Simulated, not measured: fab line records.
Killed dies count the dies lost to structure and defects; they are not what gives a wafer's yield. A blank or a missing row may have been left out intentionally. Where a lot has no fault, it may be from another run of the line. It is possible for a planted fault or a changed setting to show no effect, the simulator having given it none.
fab line records | flow nandHarc
record: lots: 7 | wafers: 21 | lastDay: 30
route steps=1302 shown P_ZERO_WELL@20 END@1302
lots that met no fault: from a run of the same line without faults
startH: hours from the record's first day to the start of the lot's first wafer shown | waitH: hours since the lot's step before | " the same as in the row above | L1.1+2: one row covering several wafers at once | - either no value or no given start | * or withheld: withheld | < > ~ a bound
route shown NAME@n: a module of which the file shows steps, and the number in the route of the first | usual: the fault-free wafers' mean and standard deviation | same: alike in all rows | chamber/n: place in a boat | sites: readings site by site | _std_site: the values' standard deviation | _edge_site: mean of outer sites minus mean of inner sites | radiusMm: for every site, how far away it sits from the centre of the wafer | mask NAME#n: copy n | behind: the tool/chamber that last shaped the wafer | hold: why the lot went on hold/how many hours it stayed there/how the hold came to an end | device: whichever transistor did not switch (one of n, p or np) | end of line: tests run on the same wafers once the route is complete | a step with no rows: only its recipe | killed: not the wafer's yield, but the dies lost to structure and defects at the first sort | map: shows each die of a wafer: x if killed, . if not, _ if none is there
set.NAME: the setting that was run; set.NAME@STEP: the one run at that earlier step | model.NAME: the simulator's own value behind a step, which no gauge read
a table for each step, a row for each wafer; lots at some steps of the route
services: from which hour (startH, from the record's first day; less than 0 if before it) a tool's chamber was out of use, for how many hours, and why
== steps ==
step: NHARC_P_ZERO_WELL_STRIP_15
recipe: timeS: 900 | tempC: 130 | chemistry: SPM
step: NHARC_P_ZERO_WELL_DEHYDRATE_16
recipe: tempC: 150 | timeS: 120
step: NHARC_P_ZERO_WELL_HMDS_17
recipe: timeS: 30
step: NHARC_P_ZERO_WELL_COAT_18
recipe: spinRpm: withheld
step: NHARC_P_ZERO_WELL_SOFTBAKE_19
recipe: tempC: 122 | timeS: 95
step: NHARC_P_ZERO_WELL_EBR_20
step: NHARC_P_ZERO_WELL_EXPOSE_21
recipe: na: 0.6 | targetCdNm: 720 | doseMj: 22.31 | maskId: P_NWELL
step: NHARC_P_ZERO_WELL_PEB_22
recipe: pebTempC: 118 | pebTimeS: 85
step: NHARC_P_ZERO_WELL_DEVELOP_23
recipe: timeS: 70
step: NHARC_P_ZERO_WELL_CD_MEAS_24
recipe: targetCdNm: 720 | landingEnergyEv: 500
usual: cdNm: 720.8/2
lot.wafer | tool     | chamber | startH | waitH | cdNm
L263.2    | cdSem-03 | 0       | 42.56  | -     | 719.1
L263.4    | "        | 0       | "      | "     | 720.0
L263.5    | "        | 0       | "      | "     | 720.3
L266.1    | cdSem-03 | 0       | 72.61  | -     | 721.0
L266.4    | "        | 0       | "      | "     | 718.6
L266.5    | "        | 0       | "      | "     | 721.8
L267.3    | cdSem-01 | 0       | 82.46  | -     | 720.5
L267.5    | "        | 0       | "      | "     | 720.4
L267.6    | "        | 0       | "      | "     | 721.7
L268.1    | cdSem-01 | 0       | 92.46  | -     | 717.5
L268.2    | "        | 0       | "      | "     | 720.3
L268.4    | "        | 0       | "      | "     | 721.0
L270.1    | cdSem-02 | 0       | 112.71 | -     | 719.7
L270.5    | "        | 0       | "      | "     | 720.5
L270.6    | "        | 0       | "      | "     | 722.5
L277.1    | cdSem-02 | 0       | 182.51 | -     | 719.5
L277.2    | "        | 0       | "      | "     | 719.5
L277.5    | "        | 0       | "      | "     | 718.2
L278.2    | cdSem-02 | 0       | 192.58 | -     | 720.3
L278.4    | "        | 0       | "      | "     | 718.3
L278.6    | "        | 0       | "      | "     | 721.7
step: NHARC_P_ZERO_WELL_HARDBAKE_25
recipe: tempC: 125 | timeS: 80
step: NHARC_P_ZERO_WELL_DESCUM_26
recipe: timeS: 3 | o2FlowSccm: 200 | arFlowSccm: 0 | biasPowerW: 0 | chemistry: O2
usual: drypumpMotorCurrentA: 5.7/0.35 | oesProductAu: 0.999/0.011 | rfVppV: 57.7/0.86 | showerheadPlenumPTorr: 1.87/0.077 | throttleValvePct: 11.310/0.0091
same: timeS: 3
lot.wafer | tool       | chamber | startH | waitH | drypumpMotorCurrentA | oesProductAu | rfHoursCounterH | rfVppV | showerheadPlenumPTorr | throttleValvePct
L263.4    | rieDiel-03 | 1       | 42.74  | -     | 5.4                  | 1.000        | 34              | 58.6   | 2.01                  | 11.303
L263.2    | "          | 2       | "      | "     | 6.1                  | 0.992        | 33              | 58.2   | 1.83                  | 11.310
L263.5    | "          | 0       | "      | "     | 5.5                  | 0.991        | -               | 58.3   | 1.88                  | 11.298
L266.1    | rieDiel-12 | 2       | 72.78  | -     | 6.0                  | 1.003        | 47              | 57.5   | 2.00                  | 11.313
L266.4    | "          | 0       | "      | "     | 5.6                  | 1.019        | 40              | 58.9   | 1.84                  | 11.291
L266.5    | "          | 2       | "      | "     | 6.0                  | 1.004        | -               | 57.4   | 2.00                  | 11.305
L267.3    | rieDiel-13 | 1       | 82.65  | -     | 5.4                  | 1.015        | 29              | 56.8   | 1.84                  | 11.297
L267.6    | "          | 2       | "      | "     | 6.5                  | 0.995        | -               | 57.8   | 1.90                  | 11.315
L267.5    | "          | 3       | "      | "     | 5.5                  | 0.999        | -               | 56.8   | 1.85                  | 11.308
L268.2    | rieDiel-13 | 2       | 92.62  | -     | 6.6                  | 0.985        | 27              | 57.4   | 1.90                  | 11.297
L268.4    | "          | 3       | "      | "     | 5.5                  | 0.993        | 37              | 56.4   | 1.85                  | 11.313
L268.1    | "          | 0       | "      | "     | 5.5                  | 0.988        | 35              | 57.1   | 1.79                  | 11.319
L270.1    | rieDiel-13 | 0       | 112.87 | -     | 5.5                  | 0.989        | 43              | 56.2   | 1.79                  | 11.306
L270.6    | "          | 0       | "      | "     | 5.5                  | 0.986        | -               | 57.2   | 1.78                  | 11.314
L270.5    | "          | 1       | "      | "     | 5.4                  | 1.002        | -               | 56.5   | 1.84                  | 11.313
L277.2    | rieDiel-12 | 3       | 182.69 | -     | 5.9                  | 0.983        | 29              | 57.5   | 1.94                  | 11.309
L277.1    | "          | 1       | "      | "     | 5.4                  | 0.997        | 20              | 57.1   | 1.81                  | 11.309
L277.5    | "          | 2       | "      | "     | 5.9                  | 0.999        | -               | 58.1   | 2.00                  | 11.315
L278.2    | rieDiel-13 | 3       | 192.74 | -     | 5.5                  | 1.004        | 5               | 56.9   | 1.84                  | 11.303
L278.4    | "          | 1       | "      | "     | 5.4                  | 1.014        | 5               | 56.3   | 1.83                  | 11.310
L278.6    | "          | 0       | "      | "     | 5.5                  | 0.982        | -               | 56.6   | 1.78                  | 11.326
step: NHARC_P_ZERO_WELL_IMPLANT_27
recipe: energyKev: 600 | doseCm2: 1e+13 | tiltDeg: 7
usual: beamEnergyKeV: 599.96/0.18 | beamOnS: 10.00/0.22
lot.wafer | tool         | chamber | startH | waitH | beamEnergyKeV | beamOnS
L263.2    | implanter-01 | 0       | 42.90  | 0.1   | 600.08        | 9.65
L263.4    | "            | 0       | "      | "     | 599.95        | 10.13
L263.5    | "            | 0       | "      | "     | 599.96        | 9.94
L266.1    | implanter-02 | -       | 72.92  | 0.1   | -             | -
L266.4    | "            | -       | "      | "     | -             | -
L266.5    | "            | -       | "      | "     | -             | -
L267.3    | implanter-01 | -       | 82.82  | 0.2   | -             | -
L267.5    | "            | -       | "      | "     | -             | -
L267.6    | "            | -       | "      | "     | -             | -
L268.1    | implanter-01 | -       | 92.77  | 0.1   | -             | -
L268.2    | "            | -       | "      | "     | -             | -
L268.4    | "            | -       | "      | "     | -             | -
L270.1    | implanter-02 | 0       | 113.01 | 0.1   | 599.88        | 10.01
L270.5    | "            | 0       | "      | "     | 599.65        | 9.98
L270.6    | "            | 0       | "      | "     | 600.06        | 10.04
L277.1    | implanter-01 | 0       | 182.82 | 0.1   | 599.98        | 9.94
L277.2    | "            | 0       | "      | "     | 600.04        | 9.63
L277.5    | "            | 0       | "      | "     | 600.20        | 9.83
L278.2    | implanter-01 | 0       | 192.92 | 0.2   | 600.07        | 10.04
L278.4    | "            | 0       | "      | "     | 599.78        | 9.91
L278.6    | "            | 0       | "      | "     | 600.11        | 10.10
step: NHARC_P_ZERO_WELL_IMPLANT_57
recipe: energyKev: 250 | doseCm2: 4e+12 | tiltDeg: 7
step: NHARC_END_SORT_01
recipe: tempC: 25
usual: killedAtArray: 52/18 | killedAtOther: 1.2/1.5 | killedAtPeriphery: 4/3.2 | killedDies: 57/17 | killedOpen: 3.1/1.9 | killedShort: 2.5/1.7
same: grossDies: 677
lot.wafer | tool      | chamber | startH | waitH | killedAtArray | killedAtOther | killedAtPeriphery | killedDies | killedOpen | killedShort
L266.1    | prober-01 | 0       | 595.93 | 2.5   | 42            | 0             | 635               | 677        | 3          | 2
L266.4    | prober-01 | 0       | 598.36 | 3.4   | 60            | 0             | 617               | 677        | 3          | 1
L266.5    | prober-01 | 0       | 599.17 | 3.7   | 54            | 0             | 623               | 677        | 1          | 0
L268.1    | prober-02 | 0       | 633.19 | 2.5   | 55            | 0             | 622               | 677        | 1          | 6
L268.2    | prober-02 | 0       | 634.00 | 2.8   | 57            | 1             | 619               | 677        | 5          | 2
L268.4    | prober-02 | 0       | 635.62 | 3.4   | 40            | 0             | 637               | 677        | 3          | 2
L267.3    | prober-01 | 0       | 648.98 | 3.1   | 88            | 1             | 588               | 677        | 1          | 4
L267.5    | prober-01 | 0       | 650.61 | 3.8   | 74            | 0             | 603               | 677        | 1          | 3
L267.6    | prober-01 | 0       | 651.43 | 4.1   | 62            | 2             | 613               | 677        | 2          | 2
killed by level:class
L266.1 P_ZERO_WELL:areaImplant=632 A_CHANNEL_HOLE_D1:chamberFilmFlake=14 A_CHANNEL_HOLE_D2:chamberFilmFlake=12 A_CONTACT:chamberFilmFlake=5 A_STAIRCASE:chamberFilmFlake=4 A_BLC:geometricParticle:open=2 A_ONON_D2:geometricParticle:short=1 A_ONON_D2:geometricParticle:open=1
L266.4 P_ZERO_WELL:areaImplant=613 A_CHANNEL_HOLE_D1:chamberFilmFlake=27 A_CHANNEL_HOLE_D2:chamberFilmFlake=17 A_WL_FILL:chamberFilmFlake=3 A_CONTACT:chamberFilmFlake=3 P_GATE:chamberFilmFlake=2 A_CHANNEL_FILL_D2:chamberFilmFlake=2 A_STAIRCASE:chamberFilmFlake=2
L266.5 P_ZERO_WELL:areaImplant=618 A_CHANNEL_HOLE_D1:chamberFilmFlake=26 A_CHANNEL_HOLE_D2:chamberFilmFlake=20 P_ZERO_WELL:chamberFilmFlake=4 A_DECK1_JOINT:geometricParticle:open=1 P_CONTACT:chamberFilmFlake=1 A_ZERO_WELL:chamberFilmFlake=1 A_CHANNEL_FILL_D1:chamberFilmFlake=1
L268.1 P_ZERO_WELL:areaImplant=616 A_SLIT:chamberFilmFlake=27 A_CHANNEL_HOLE_D2:chamberFilmFlake=8 A_WL_FILL:chamberFilmFlake=4 P_BONDPAD:chamberFilmFlake=3 A_CHANNEL_HOLE_D1:chamberFilmFlake=3 A_CHANNEL_FILL_D1:geometricParticle:short=2 A_STAIRCASE:chamberFilmFlake=2
L268.2 P_ZERO_WELL:areaImplant=610 A_SLIT:chamberFilmFlake=29 A_CHANNEL_HOLE_D2:chamberFilmFlake=9 P_BONDPAD:chamberFilmFlake=5 A_CONTACT:chamberFilmFlake=4 A_WL_FILL:chamberFilmFlake=4 A_CHANNEL_HOLE_D1:chamberFilmFlake=3 A_CHANNEL_FILL_D1:geometricParticle:open=2
L268.4 P_ZERO_WELL:areaImplant=626 A_SLIT:chamberFilmFlake=24 A_CHANNEL_HOLE_D2:chamberFilmFlake=6 P_BONDPAD:chamberFilmFlake=5 P_M1:chamberFilmFlake=3 A_CHANNEL_HOLE_D1:chamberFilmFlake=2 A_M0:chamberFilmFlake=2 P_CONTACT:geometricParticle:open=1
L267.3 P_ZERO_WELL:areaImplant=588 A_CHANNEL_HOLE_D1:chamberFilmFlake=34 A_SLIT:chamberFilmFlake=34 A_CHANNEL_HOLE_D2:chamberFilmFlake=7 A_CONTACT:chamberFilmFlake=4 A_STAIRCASE:chamberFilmFlake=2 A_CHANNEL_FILL_D1:geometricParticle:short=1 A_CHANNEL_FILL_D1:geometricParticle:open=1
L267.5 P_ZERO_WELL:areaImplant=603 A_SLIT:chamberFilmFlake=29 A_CHANNEL_HOLE_D1:chamberFilmFlake=26 A_CHANNEL_HOLE_D2:chamberFilmFlake=9 A_STAIRCASE:chamberFilmFlake=3 A_CONTACT:chamberFilmFlake=2 A_CHANNEL_HOLE_D1:geometricParticle:open=1 A_CHANNEL_HOLE_D1:geometricParticle:short=1
L267.6 P_ZERO_WELL:areaImplant=613 A_CHANNEL_HOLE_D1:chamberFilmFlake=20 A_SLIT:chamberFilmFlake=18 A_CHANNEL_HOLE_D2:chamberFilmFlake=10 A_STAIRCASE:chamberFilmFlake=4 A_WL_FILL:chamberFilmFlake=3 A_CONTACT:chamberFilmFlake=2 THIN_TSV:chamberFilmFlake=2
map L266.1 (x killed, . not)
____________x____________
_________xxxxxxx_________
_______xxxxxxxxxxx_______
______xxxxxxxxxxxxx______
_____xxxxxxxxxxxxxxx_____
____xxxxxxxxxxxxxxxxx____
____xxxxxxxxxxxxxxxxx____
___xxxxxxxxxxxxxxxxxxx___
___xxxxxxxxxxxxxxxxxxx___
__xxxxxxxxxxxxxxxxxxxxx__
__xxxxxxxxxxxxxxxxxxxxx__
_xxxxxxxxxxxxxxxxxxxxxxx_
_xxxxxxxxxxxxxxxxxxxxxxx_
_xxxxxxxxxxxxxxxxxxxxxxx_
_xxxxxxxxxxxxxxxxxxxxxxx_
_xxxxxxxxxxxxxxxxxxxxxxx_
xxxxxxxxxxxxxxxxxxxxxxxxx
xxxxxxxxxxxxxxxxxxxxxxxxx
xxxxxxxxxxxxxxxxxxxxxxxxx
xxxxxxxxxxxxxxxxxxxxxxxxx
xxxxxxxxxxxxxxxxxxxxxxxxx
_xxxxxxxxxxxxxxxxxxxxxxx_
_xxxxxxxxxxxxxxxxxxxxxxx_
_xxxxxxxxxxxxxxxxxxxxxxx_
_xxxxxxxxxxxxxxxxxxxxxxx_
_xxxxxxxxxxxxxxxxxxxxxxx_
__xxxxxxxxxxxxxxxxxxxxx__
__xxxxxxxxxxxxxxxxxxxxx__
___xxxxxxxxxxxxxxxxxxx___
___xxxxxxxxxxxxxxxxxxx___
____xxxxxxxxxxxxxxxxx____
____xxxxxxxxxxxxxxxxx____
_____xxxxxxxxxxxxxxx_____
______xxxxxxxxxxxxx______
_______xxxxxxxxxxx_______
_________xxxxxxx_________
____________x____________
map L267.3 (x killed, . not)
____________x____________
_________xxxxxxx_________
_______xxxxxxxxxxx_______
______xxxxxxxxxxxxx______
_____xxxxxxxxxxxxxxx_____
____xxxxxxxxxxxxxxxxx____
____xxxxxxxxxxxxxxxxx____
___xxxxxxxxxxxxxxxxxxx___
___xxxxxxxxxxxxxxxxxxx___
__xxxxxxxxxxxxxxxxxxxxx__
__xxxxxxxxxxxxxxxxxxxxx__
_xxxxxxxxxxxxxxxxxxxxxxx_
_xxxxxxxxxxxxxxxxxxxxxxx_
_xxxxxxxxxxxxxxxxxxxxxxx_
_xxxxxxxxxxxxxxxxxxxxxxx_
_xxxxxxxxxxxxxxxxxxxxxxx_
xxxxxxxxxxxxxxxxxxxxxxxxx
xxxxxxxxxxxxxxxxxxxxxxxxx
xxxxxxxxxxxxxxxxxxxxxxxxx
xxxxxxxxxxxxxxxxxxxxxxxxx
xxxxxxxxxxxxxxxxxxxxxxxxx
_xxxxxxxxxxxxxxxxxxxxxxx_
_xxxxxxxxxxxxxxxxxxxxxxx_
_xxxxxxxxxxxxxxxxxxxxxxx_
_xxxxxxxxxxxxxxxxxxxxxxx_
_xxxxxxxxxxxxxxxxxxxxxxx_
__xxxxxxxxxxxxxxxxxxxxx__
__xxxxxxxxxxxxxxxxxxxxx__
___xxxxxxxxxxxxxxxxxxx___
___xxxxxxxxxxxxxxxxxxx___
____xxxxxxxxxxxxxxxxx____
____xxxxxxxxxxxxxxxxx____
_____xxxxxxxxxxxxxxx_____
______xxxxxxxxxxxxx______
_______xxxxxxxxxxx_______
_________xxxxxxx_________
____________x____________
== services ==
tool         | chamber | startH | hours | kind
rieDiel-13   | 0       | 23.14  | -     | clean
rieDiel-13   | 1       | 23.14  | -     | clean
rieDiel-13   | 2       | 23.14  | -     | clean
rieDiel-13   | 3       | 23.14  | -     | clean
implanter-02 | -       | 31.22  | 5.5   | repair
rieDiel-13   | 0       | 47.67  | -     | clean
rieDiel-13   | 1       | 47.67  | -     | clean
rieDiel-13   | 2       | 47.67  | -     | clean
rieDiel-13   | 3       | 47.67  | -     | clean
rieDiel-13   | 0       | 72.17  | -     | clean
implanter-02 | -       | 79.01  | 1.9   | repair
implanter-02 | -       | 87.41  | 2.4   | repair
rieDiel-12   | -       | 91.41  | 9.0   | pm
implanter-02 | -       | 92.27  | 1.1   | repair
rieDiel-13   | 1       | 92.68  | 3.0   | repair
rieDiel-03   | -       | 104.58 | 9.0   | pm
rieDiel-13   | 0       | 114.49 | 5.1   | repair
rieDiel-13   | 1       | 123.98 | 6.7   | repair
rieDiel-03   | 0       | 130.62 | 1.3   | repair
rieDiel-12   | 1       | 139.20 | 13.4  | repair
implanter-02 | -       | 146.00 | 13.0  | pm
rieDiel-13   | -       | 165.04 | 9.0   | pm
rieDiel-03   | 0       | 180.23 | 1.7   | repair
rieDiel-13   | -       | 185.06 | 1.1   | repair
== key ==
firstSign: step: NHARC_P_ZERO_WELL_IMPLANT_27 | reading: toolRecord | direction: missing
effect: step: NHARC_END_SORT_01 | reading: killedAtPeriphery | direction: up | sigmas: 99+ | usual: 4 | struck: 617
moreKillsBornAt: NHARC_P_ZERO_WELL_IMPLANT_27@implanter-01: 3656 | NHARC_P_ZERO_WELL_IMPLANT_27@implanter-02: 1863
metAt NHARC_P_ZERO_WELL_IMPLANT_27
struckWafers L266.1,L266.4,L266.5,L267.3,L267.5,L267.6,L268.1,L268.2,L268.4
laterRowsLeftOut L266.1,L266.4,L266.5,L267.3,L267.5,L267.6,L268.1,L268.2,L268.4
testerLeftOut L266,L267,L268
onsetBetween 42.90 72.92
fault: kind: skippedStepWhole | tool: implanter-01,implanter-02 | chamber: - | onsetH: 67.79 | steps: NHARC_P_ZERO_WELL_IMPLANT_27 | scope: struckLotsOnly
testerLeftOut: of these lots the tester's yield and bins aren't shown, on N5 and GAA mostly nor the transistor test; their killed dies are dies lost to structure and defects alone, not to doping, threshold or leakage, so they don't give the yield
laterRowsLeftOut: the simulator's readings of these wafers behind a module that went badly wrong aren't trusted and aren't shown, but for the sort
